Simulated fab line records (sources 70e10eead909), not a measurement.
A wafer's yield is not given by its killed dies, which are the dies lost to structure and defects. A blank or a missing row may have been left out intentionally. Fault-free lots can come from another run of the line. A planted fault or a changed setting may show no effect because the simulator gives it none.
Check of tool commonality | flow nand_harc | 6 wafers sampled across 2 lots

## WHY IT WAS OPENED
On 2 of the 2 lots, a flag is raised at NHARC_END_SORT_01 on the reading killed_dies. No-fault wafers: 31, standard deviation 9.7.
Rule: a lot is flagged when every wafer of it that has a number lies more than 4 standard deviations from that mean, or none has a number. The other lots count as sound.

lot  | measured     | on        | killed_dies, wafer by wafer | flag
L781 | day 24 05:40 | prober-01 | 321 298 314                 | FLAGGED
L783 | day 25 03:33 | prober-01 | 331 315 299                 | FLAGGED
On average the flagged lots' numbers are 313, which is +282 against the usual, or +29 standard deviations.

## EACH LOT AND THE TOOL IT RAN ON
The record holds 4 process steps before the reading, out of a route of 1159 steps. Cell contents, in order: the tool; ch with the chambers the sampled wafers went through; the start.
lot  | flag    | NHARC_A_WL_FILL_CVD_03        | NHARC_A_M1_ANNEAL_31             | NHARC_A_M1_CMP_23             | NHARC_A_BONDPAD_PVD_27
L781 | FLAGGED | cvd_w-02 ch 0,1, day 19 14:35 | rtp_anneal-02 ch 0, day 22 13:19 | cmp-04 ch 0,1,2, day 22 13:40 | pvd_sputter-03, day 24 05:40 or earlier
L783 | FLAGGED | cvd_w-02 ch 0,1, day 20 07:10 | rtp_anneal-02 ch 0, day 23 18:44 | cmp-02 ch 2,3, day 23 19:05   | pvd_sputter-02, day 25 03:33 or earlier
What the steps here do:
- NHARC_A_WL_FILL_CVD_03: deposits W, target thk 40 nm, time 3302 s.
- NHARC_A_M1_ANNEAL_31: time 90 s.
- NHARC_A_M1_CMP_23: polishes, t overpolish 20 s, target thk 154.34 nm.
- NHARC_A_BONDPAD_PVD_27: deposits Cu, target thk 30 nm, time 20.49 s.
- NHARC_END_SORT_01

## FLAGGED OVER TOTAL, TOOL BY TOOL (the gauges that took the reading come last)
step                   | tool           | lots run | flagged | share of the flagged lots | sound lots run after its first flagged lot
NHARC_A_WL_FILL_CVD_03 | cvd_w-02       | 2        | 2       | all                       | 0
NHARC_A_M1_ANNEAL_31   | rtp_anneal-02  | 2        | 2       | all                       | 0
NHARC_A_M1_CMP_23      | cmp-02         | 1        | 1       | some                      | 0
NHARC_A_M1_CMP_23      | cmp-04         | 1        | 1       | some                      | 0
NHARC_A_BONDPAD_PVD_27 | pvd_sputter-02 | 1        | 1       | some                      | 0
NHARC_A_BONDPAD_PVD_27 | pvd_sputter-03 | 1        | 1       | some                      | 0
NHARC_END_SORT_01      | prober-01      | 2        | 2       | all                       | 0
NHARC_A_BONDPAD_PVD_27: start missing for some lots; hours and lot order therefore follow NHARC_END_SORT_01.

## THE TABLE: WHAT IT ALLOWS
3 rows of the table ran every flagged lot: cvd_w-02 at NHARC_A_WL_FILL_CVD_03, rtp_anneal-02 at NHARC_A_M1_ANNEAL_31, prober-01 at NHARC_END_SORT_01.
- cvd_w-02 at NHARC_A_WL_FILL_CVD_03 ran 2 lots, 2 of them flagged. The start can't be narrowed down: in this sample, it ran no sound lot prior to its first flagged lot.
- rtp_anneal-02 at NHARC_A_M1_ANNEAL_31 ran 2 lots, 2 of them flagged. The start can't be narrowed down: in this sample, it ran no sound lot prior to its first flagged lot.
- prober-01 at NHARC_END_SORT_01 ran 2 lots, 2 of them flagged. The start can't be narrowed down: in this sample, it ran no sound lot prior to its first flagged lot.
Counting lots can't tell these 3 tools apart, because each fits a fault that began at some hour. More lots, or a look at what each step does to the wafer, might.

## WHAT HAD BEEN PUT IN BY THE SIMULATOR
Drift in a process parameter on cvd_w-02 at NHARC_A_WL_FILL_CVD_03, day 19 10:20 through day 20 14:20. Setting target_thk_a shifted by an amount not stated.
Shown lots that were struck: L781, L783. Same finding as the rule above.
